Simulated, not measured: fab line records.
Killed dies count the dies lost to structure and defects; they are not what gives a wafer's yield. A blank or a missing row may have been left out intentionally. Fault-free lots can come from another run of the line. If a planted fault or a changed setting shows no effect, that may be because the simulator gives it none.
Matching of chambers :: flow n5_finfet :: 4 sister chambers for N5_SDB_STRIP_21 on rie_diel-01
The step strips in CF4. 14 wafers are shown with their chamber, then 7 later ones without.

## WAFERS WITH THEIR CHAMBER
wafer: L074.2
chamber: 3
showerhead_plenum_p_Torr (Torr): 1.75
throttle_valve_pct (%): 13.37
drypump_motor_current_A (A): 5.2

wafer: L074.4
chamber: 0
showerhead_plenum_p_Torr (Torr): 1.77
throttle_valve_pct (%): 13.23
drypump_motor_current_A (A): 5.0

wafer: L074.5
chamber: 2
showerhead_plenum_p_Torr (Torr): 1.79
throttle_valve_pct (%): 13.96
drypump_motor_current_A (A): 5.8

wafer: L077.2
chamber: 3
showerhead_plenum_p_Torr (Torr): 1.75
throttle_valve_pct (%): 13.38
drypump_motor_current_A (A): 5.2

wafer: L077.3
chamber: 2
showerhead_plenum_p_Torr (Torr): 1.78
throttle_valve_pct (%): 13.96
drypump_motor_current_A (A): 5.8

wafer: L077.6
chamber: 0
showerhead_plenum_p_Torr (Torr): 1.77
throttle_valve_pct (%): 13.22
drypump_motor_current_A (A): 5.1

wafer: L078.2
chamber: 3
showerhead_plenum_p_Torr (Torr): 1.75
throttle_valve_pct (%): 13.38
drypump_motor_current_A (A): 5.2

wafer: L078.3
chamber: 2
showerhead_plenum_p_Torr (Torr): 1.78
throttle_valve_pct (%): 13.98
drypump_motor_current_A (A): 5.8

wafer: L078.5
chamber: 1
showerhead_plenum_p_Torr (Torr): 1.83
throttle_valve_pct (%): 13.10
drypump_motor_current_A (A): 5.6

wafer: L081.2
chamber: 0
showerhead_plenum_p_Torr (Torr): 1.77
throttle_valve_pct (%): 13.25
drypump_motor_current_A (A): 5.1

wafer: L081.3
chamber: 2
showerhead_plenum_p_Torr (Torr): 1.78
throttle_valve_pct (%): 13.99
drypump_motor_current_A (A): 5.8

wafer: L081.4
chamber: 0
showerhead_plenum_p_Torr (Torr): 1.77
throttle_valve_pct (%): 13.28
drypump_motor_current_A (A): 5.1

wafer: L084.1
chamber: 1
showerhead_plenum_p_Torr (Torr): 1.83
throttle_valve_pct (%): 13.12
drypump_motor_current_A (A): 5.5

wafer: L084.5
chamber: 2
showerhead_plenum_p_Torr (Torr): 1.78
throttle_valve_pct (%): 14.01
drypump_motor_current_A (A): 5.8

SIGNATURES (means of the wafers above)
reading: showerhead_plenum_p_Torr
chamber 0: 1.7700
chamber 1: 1.8300
chamber 2: 1.7820
chamber 3: 1.7500
scatter within a chamber: 0.00283

reading: throttle_valve_pct
chamber 0: 13.2450
chamber 1: 13.1100
chamber 2: 13.9800
chamber 3: 13.3767
scatter within a chamber: 0.0204

reading: drypump_motor_current_A
chamber 0: 5.075
chamber 1: 5.550
chamber 2: 5.800
chamber 3: 5.200
scatter within a chamber: 0.0354
Rule: distance of a wafer from a chamber = root of the sum over the readings of ((wafer's reading minus chamber's mean) / reading's scatter) squared. The wafer belongs to the nearest chamber; if the next one is less than 2 further off, it can't be placed. The scatter is the square root of a quotient: the sum, over the shown wafers, of each reading's squared deviation from its chamber's mean, divided by wafers minus chambers.

## WAFERS WITHOUT THEIR CHAMBER
wafer: L084.6
showerhead_plenum_p_Torr (Torr): 1.74
throttle_valve_pct (%): 13.42
drypump_motor_current_A (A): 5.2

wafer: L085.4
showerhead_plenum_p_Torr (Torr): 1.74
throttle_valve_pct (%): 13.44
drypump_motor_current_A (A): 5.2

wafer: L085.5
showerhead_plenum_p_Torr (Torr): 1.83
throttle_valve_pct (%): 13.12
drypump_motor_current_A (A): 5.6

wafer: L085.6
showerhead_plenum_p_Torr (Torr): 1.76
throttle_valve_pct (%): 13.28
drypump_motor_current_A (A): 5.1

wafer: L095.2
showerhead_plenum_p_Torr (Torr): 1.77
throttle_valve_pct (%): 14.07
drypump_motor_current_A (A): 5.8

wafer: L095.3
showerhead_plenum_p_Torr (Torr): 1.76
throttle_valve_pct (%): 13.33
drypump_motor_current_A (A): 5.0

wafer: L095.5
showerhead_plenum_p_Torr (Torr): 1.77
throttle_valve_pct (%): 14.05
drypump_motor_current_A (A): 5.8

## WHICH CHAMBER EACH WENT THROUGH
wafer: L084.6
from the rows above: 3
in truth: 3

wafer: L085.4
from the rows above: 3
in truth: 3

wafer: L085.5
from the rows above: 1
in truth: 1

wafer: L085.6
from the rows above: 0
in truth: 0

wafer: L095.2
from the rows above: 2
in truth: 2

wafer: L095.3
from the rows above: can't be placed: 0 or 3
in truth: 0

wafer: L095.5
from the rows above: 2
in truth: 2
Correct placement for 6 of the 7. From these rows, 1 cannot be placed; in 1 the true chamber is one of the candidates. Number placed wrongly: 0.
